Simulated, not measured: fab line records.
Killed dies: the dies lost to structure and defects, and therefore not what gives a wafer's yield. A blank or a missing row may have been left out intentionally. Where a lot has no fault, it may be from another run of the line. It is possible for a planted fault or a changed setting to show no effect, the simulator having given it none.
Matching of chambers    flow n5 finfet    N5_BEOL_M3_STRIP_19 on rie diel-03: 4 sister chambers
The step strips in O2. 16 wafers are shown with their chamber, then 8 later ones without.

## WAFERS, EACH WITH ITS CHAMBER
wafer   chamber  drypump motor current A (A)  showerhead plenum p Torr (Torr)  oes product au (a.u.)
L074.1  3        6.3                          2.18                             0.73
L074.4  0        5.0                          2.13                             0.88
L074.5  0        5.0                          2.13                             0.87
L075.4  2        5.5                          2.01                             0.68
L075.5  3        6.3                          2.18                             0.73
L075.6  0        5.0                          2.13                             0.86
L082.3  0        5.0                          2.12                             0.87
L082.4  2        5.5                          2.00                             0.68
L082.5  1        5.3                          2.07                             0.75
L084.2  3        6.2                          2.18                             0.72
L084.3  0        5.1                          2.12                             0.85
L084.6  0        5.0                          2.12                             0.85
L085.1  1        5.3                          2.07                             0.74
L085.2  3        6.3                          2.17                             0.72
L085.3  2        5.5                          2.00                             0.68
L085.4  0        5.0                          2.12                             0.86

SIGNATURES (averages over the wafers above)
reading                   chamber 0  chamber 1  chamber 2  chamber 3  scatter within a chamber
drypump motor current A   5.014      5.300      5.500      6.275      0.0366
showerhead plenum p Torr  2.1243     2.0700     2.0033     2.1775     0.00511
oes product au            0.8629     0.7450     0.6800     0.7250     0.00863
Rule: a wafer lies at a distance from a chamber equal to the root of the sum of squares, over the readings, of (its reading less the chamber's mean, divided by the reading's scatter). The wafer belongs to the nearest chamber; if the next one is less than 2 further off, it can't be placed. The scatter is the square root of a quotient: the sum, over the shown wafers, of each reading's squared deviation from its chamber's mean, divided by wafers minus chambers.

## WAFERS WHOSE CHAMBER IS MISSING
wafer   drypump motor current A (A)  showerhead plenum p Torr (Torr)  oes product au (a.u.)
L085.5  5.3                          2.07                             0.74
L085.6  5.0                          2.12                             0.84
L089.1  5.5                          2.00                             0.68
L089.4  5.0                          2.12                             0.84
L089.5  5.3                          2.06                             0.74
L091.2  5.0                          2.12                             0.83
L091.3  5.5                          2.00                             0.68
L091.6  5.5                          2.00                             0.67

## THE CHAMBER EACH PASSED THROUGH
wafer   from the rows above  in truth
L085.5  1                    1
L085.6  0                    0
L089.1  2                    2
L089.4  0                    0
L089.5  1                    1
L091.2  0                    0
L091.3  2                    2
L091.6  2                    2
Placed correctly: 8 of 8. Not placeable from these rows: 0. Number placed wrongly: 0.
